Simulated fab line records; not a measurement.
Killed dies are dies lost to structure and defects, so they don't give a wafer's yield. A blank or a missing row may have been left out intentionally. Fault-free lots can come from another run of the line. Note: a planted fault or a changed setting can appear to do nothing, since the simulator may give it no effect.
What tool caused it? :: flow nand-harc :: 11 lots with 33 wafers sampled at 4 steps, on a route of 1302 steps

## WHAT THE GAUGES READ, wafer by wafer
NHARC_A_SLIT_CD_MEAS_09: the cd target is 300 nm.
lot: L716
measured: day 20 04:36
on: cd-sem-02
cd-nm (nm): 299.8 299.8 299.4

lot: L715
measured: day 20 06:20
on: cd-sem-01
cd-nm (nm): 299.3 299.6 300.8

lot: L717
measured: day 20 04:43
on: cd-sem-03
cd-nm (nm): 300.1 300.9 300.8

lot: L718
measured: day 20 19:23
on: cd-sem-02
cd-nm (nm): 299.6 301.4 300.0

lot: L719
measured: day 21 13:43
on: cd-sem-01
cd-nm (nm): 298.8 299.6 299.4

lot: L723
measured: day 22 15:34
on: cd-sem-02
cd-nm (nm): 299.8 299.8 300.6

lot: L722
measured: day 23 14:13
on: cd-sem-01
cd-nm (nm): 300.0 300.6 299.6

lot: L724
measured: day 23 21:44
on: cd-sem-02
cd-nm (nm): 300.4 300.0 300.2

lot: L730
measured: day 26 00:54
on: cd-sem-03
cd-nm (nm): 299.7 299.9 299.9

lot: L733
measured: day 26 19:54
on: cd-sem-01
cd-nm (nm): 284.8 284.2 283.9 284.5 284.3 284.0

lot: L736
measured: day 28 00:13
on: cd-sem-03
cd-nm (nm): 287.2 287.0 287.0 287.3 287.0 287.1

## WHAT TOOL EACH LOT RAN ON (gives the tool, then ch and the chambers of the sampled wafers, and finally the start)
lot: L716
NHARC_A_SGD_CUT_DESCUM_14: rie-diel-01 ch 0,1, day 19 15:56
NHARC_A_SGD_CUT_STRIP_28: rie-diel-01 ch 0,1,3, day 19 23:41 or earlier
NHARC_A_SLIT_EXPOSE_06: arfi-scanner-03 ch 0, day 20 04:28

lot: L715
NHARC_A_SGD_CUT_DESCUM_14: rie-diel-02 ch 2,3, day 19 16:10
NHARC_A_SGD_CUT_STRIP_28: rie-diel-02 ch 0,1,2, day 19 23:42 or earlier
NHARC_A_SLIT_EXPOSE_06: arfi-scanner-03 ch 0, day 20 06:12

lot: L717
NHARC_A_SGD_CUT_DESCUM_14: rie-diel-01 ch 0,1,3, day 19 18:45
NHARC_A_SGD_CUT_STRIP_28: rie-diel-03 ch 0,1,3, day 19 23:41 or earlier
NHARC_A_SLIT_EXPOSE_06: arfi-scanner-03 ch 0, day 20 04:35

lot: L718
NHARC_A_SGD_CUT_DESCUM_14: rie-diel-02 ch 1,3, day 20 04:29
NHARC_A_SGD_CUT_STRIP_28: rie-diel-03 ch 0,3, day 20 14:28 or earlier
NHARC_A_SLIT_EXPOSE_06: arfi-scanner-02 ch 0, day 20 19:14

lot: L719
NHARC_A_SGD_CUT_DESCUM_14: rie-diel-03 ch 1,3, day 20 23:22
NHARC_A_SGD_CUT_STRIP_28: rie-diel-02 ch 1,2, day 21 05:55
NHARC_A_SLIT_EXPOSE_06: arfi-scanner-02 ch 0, day 21 13:35

lot: L723
NHARC_A_SGD_CUT_DESCUM_14: rie-diel-01 ch 2,3, day 22 02:11
NHARC_A_SGD_CUT_STRIP_28: rie-diel-02 ch 1,2, day 22 08:46 or earlier
NHARC_A_SLIT_EXPOSE_06: arfi-scanner-03 ch 0, day 22 15:26

lot: L722
NHARC_A_SGD_CUT_DESCUM_14: rie-diel-03 ch 0,1,3, day 23 02:36
NHARC_A_SGD_CUT_STRIP_28: rie-diel-02 ch 0,2, day 23 09:11
NHARC_A_SLIT_EXPOSE_06: arfi-scanner-02 ch 0, day 23 14:05

lot: L724
NHARC_A_SGD_CUT_DESCUM_14: rie-diel-01 ch 1,2, day 23 09:13
NHARC_A_SGD_CUT_STRIP_28: rie-diel-02 ch 0,2,3, day 23 15:50 or earlier
NHARC_A_SLIT_EXPOSE_06: arfi-scanner-01 ch 0, day 23 21:36

lot: L730
NHARC_A_SGD_CUT_DESCUM_14: rie-diel-01 ch 0,2,3, day 25 11:47
NHARC_A_SGD_CUT_STRIP_28: rie-diel-02 ch 0,1, day 25 18:12 or earlier
NHARC_A_SLIT_EXPOSE_06: arfi-scanner-01 ch 0, day 26 00:46

lot: L733
NHARC_A_SGD_CUT_DESCUM_14: rie-diel-01 ch 0,1,3, day 26 06:02
NHARC_A_SGD_CUT_STRIP_28: rie-diel-01 ch 1,3, day 26 13:06 or earlier
NHARC_A_SLIT_EXPOSE_06: arfi-scanner-01 ch 0, day 26 19:46

lot: L736
NHARC_A_SGD_CUT_DESCUM_14: rie-diel-02 ch 0,1,3, day 27 11:28
NHARC_A_SGD_CUT_STRIP_28: rie-diel-01 ch 0,2,3, day 27 18:32 or earlier
NHARC_A_SLIT_EXPOSE_06: arfi-scanner-01 ch 0, day 28 00:05
- NHARC_A_SGD_CUT_DESCUM_14: chemistry O2, time 3 s.
- NHARC_A_SGD_CUT_STRIP_28: strips in O2, time 20 s.
- NHARC_A_SLIT_EXPOSE_06: exposes mask SLIT.

## THE ANSWER, worked out from the rows above alone
Rule: the lots themselves supply what counts as usual. The widest of any qualifying gaps counts: lots, ordered by their means at a reading, are off when they make up no more than a third of the lots, leave a main group of 4 or more, and stand apart from it by 3 or more times the standard deviation of that group's means. If all means in a main group match to the digits the tables above print for the reading, that group is not used. Also off: a lot with no number at a reading for which 4 or more lots have one. The other lots that the step has rows for count as sound.
Off, at NHARC_A_SLIT_CD_MEAS_09 on cd-nm: L733, L736. Main group: mean 300.0 nm, sd 0.37.
If a tool, at a process step before that reading, ran all the lots that are off and no sound lot after the first of them, it fits. The gauges at NHARC_A_SLIT_CD_MEAS_09 are tried like those tools. Because NHARC_A_SGD_CUT_STRIP_28 lacks a start for some lots, the hours and order of its lots are taken from NHARC_A_SGD_CUT_INSPECT_25. Can't be told from this: 2 tools fit, rie-diel-01 at NHARC_A_SGD_CUT_STRIP_28, arfi-scanner-01 at NHARC_A_SLIT_EXPOSE_06.

## WHAT THE SIMULATOR HAD PUT IN
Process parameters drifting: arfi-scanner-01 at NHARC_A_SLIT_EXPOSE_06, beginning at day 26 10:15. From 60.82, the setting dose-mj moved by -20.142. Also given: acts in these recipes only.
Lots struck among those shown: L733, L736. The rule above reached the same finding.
